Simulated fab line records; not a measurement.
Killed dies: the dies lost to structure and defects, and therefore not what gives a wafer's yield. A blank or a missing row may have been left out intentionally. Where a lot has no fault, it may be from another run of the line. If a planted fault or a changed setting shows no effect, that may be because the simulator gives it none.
One fault through the eyes of 2 desks -- flow nandHarc -- every desk sees just its own numbers, and what lay behind them comes last

THE DEFECT DESK
Inspection counts along the route, by lot: the mean over sampled wafers that carry a number. A lot is out of limits, marked OUT, if its mean lies more than 4 standard deviations from the usual mean; the brackets give that distance.
Columns: A = rawDefectCount at NHARC_A_ONON_D2_INSPECT_32, usual 404
lot,first seen here,A
L932,day 13 16:39,466
L934,day 14 03:07,425
L936,day 14 23:08,300
L937,day 15 12:18,216
L938,day 15 18:52,388
L944,day 18 20:40,308
L946,day 18 20:41,360
L945,day 19 10:10,320
L947,day 19 18:43,376
L950,day 20 14:58,382
L949,day 20 14:58,412
L952,day 21 09:50,281
L954,day 22 13:18,812
L953,day 23 17:20,253
Result from this desk: across the 14 lots, nothing is out of limits.

AT THE METROLOGY DESK
What the gauges read, lot by lot, whatever tool the lot ran on: means of the sampled wafers that have a number. A lot is out of limits, marked OUT, if its mean lies more than 4 standard deviations from the usual mean; the brackets give that distance.
Columns: A = thkNm at NHARC_A_ONON_D2_THK_MEAS_18, usual 1000 nm
lot,first seen here,A
L932,day 13 13:52,994
L934,day 14 00:19,1000
L936,day 14 20:19,981
L937,day 15 09:28,1020
L938,day 15 15:55,996
L944,day 18 17:53,1024
L946,day 18 17:53,829 (-16) OUT
L945,day 19 07:22,833 (-15) OUT
L947,day 19 15:55,1006
L950,day 20 12:09,1004
L949,day 20 12:10,988
L952,day 21 07:02,986
L954,day 22 10:20,1001
L953,day 23 14:22,989
This desk's verdict: out of limits on L945, L946, starting with L946 at day 18 17:53 (thkNm at NHARC_A_ONON_D2_THK_MEAS_18). In limits: L932, L934, L936, L937, L938, L944, L947, L950, L949, L952, L954, L953.

PUT TOGETHER
The metrology desk could have raised an alarm at day 18 17:53, on L945, L946.
The defect desk saw nothing out of limits.
The defect desk has L945, L946 on record, within its limits.
Of the lots named, all ran NHARC_A_ONON_D2_DEP_16 on pecvdOnon-02.

WHAT THE SIMULATOR PUT IN
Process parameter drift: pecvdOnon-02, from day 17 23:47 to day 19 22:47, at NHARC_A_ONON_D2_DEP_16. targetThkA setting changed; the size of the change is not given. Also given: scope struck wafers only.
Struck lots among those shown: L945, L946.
Time in hours between the start of the fault and the first out-of-limits reading at each desk: metrology desk, 18.
